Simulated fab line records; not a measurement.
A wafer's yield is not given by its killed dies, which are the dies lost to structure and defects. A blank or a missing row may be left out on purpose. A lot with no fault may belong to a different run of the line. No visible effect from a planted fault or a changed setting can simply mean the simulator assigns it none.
Chamber matching || flow nandHarc || NHARC_A_SLIT_DEP_23 on pecvd-01 has 3 sister chambers
The step deposits SiON, target thk 100 nm. 14 wafers are shown with their chamber, then 7 later ones without.

## WAFERS WITH THEIR CHAMBER
{"wafer": "L776.2", "chamber": 1, "heaterPowerW (W)": 758}
{"wafer": "L776.5", "chamber": 1, "heaterPowerW (W)": 751}
{"wafer": "L776.6", "chamber": 2, "heaterPowerW (W)": 902}
{"wafer": "L778.1", "chamber": 0, "heaterPowerW (W)": 603}
{"wafer": "L778.3", "chamber": 2, "heaterPowerW (W)": 952}
{"wafer": "L778.4", "chamber": 0, "heaterPowerW (W)": 602}
{"wafer": "L777.1", "chamber": 2, "heaterPowerW (W)": 999}
{"wafer": "L777.3", "chamber": 1, "heaterPowerW (W)": 796}
{"wafer": "L777.4", "chamber": 2, "heaterPowerW (W)": 1012}
{"wafer": "L783.1", "chamber": 2, "heaterPowerW (W)": 971}
{"wafer": "L783.4", "chamber": 2, "heaterPowerW (W)": 989}
{"wafer": "L783.6", "chamber": 0, "heaterPowerW (W)": 675}
{"wafer": "L790.4", "chamber": 1, "heaterPowerW (W)": 888}
{"wafer": "L790.5", "chamber": 0, "heaterPowerW (W)": 641}

SIGNATURES, as means of the wafers listed above
{"reading": "heaterPowerW", "chamber 0": 630.25, "chamber 1": 798.25, "chamber 2": 970.83, "scatter within a chamber": 46.2}
Rule: distance of a wafer from a chamber = root of the sum over the readings of ((wafer's reading minus chamber's mean) / reading's scatter) squared. If the next closest chamber is less than 2 further off than the closest, the wafer can't be placed; otherwise it belongs to the closest. The scatter: the root of (the sum of the squares of (reading less its chamber's mean) over the shown wafers, divided by (wafers less chambers)).

## WAFERS MISSING THEIR CHAMBER
{"wafer": "L790.6", "heaterPowerW (W)": 922}
{"wafer": "L792.1", "heaterPowerW (W)": 985}
{"wafer": "L792.4", "heaterPowerW (W)": 756}
{"wafer": "L792.5", "heaterPowerW (W)": 865}
{"wafer": "L796.2", "heaterPowerW (W)": 760}
{"wafer": "L796.3", "heaterPowerW (W)": 982}
{"wafer": "L796.4", "heaterPowerW (W)": 788}

## THE CHAMBER EACH PASSED THROUGH
{"wafer": "L790.6", "from the rows above": "can't be placed: 2 or 1", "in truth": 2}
{"wafer": "L792.1", "from the rows above": 2, "in truth": 2}
{"wafer": "L792.4", "from the rows above": "can't be placed: 1 or 0", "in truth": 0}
{"wafer": "L792.5", "from the rows above": "can't be placed: 1 or 2", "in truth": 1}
{"wafer": "L796.2", "from the rows above": "can't be placed: 1 or 0", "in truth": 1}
{"wafer": "L796.3", "from the rows above": 2, "in truth": 2}
{"wafer": "L796.4", "from the rows above": 1, "in truth": 1}
Correct placement for 3 of the 7. Not placeable from these rows: 4 (in 4, the candidates include the true chamber). Placed wrongly: 0.
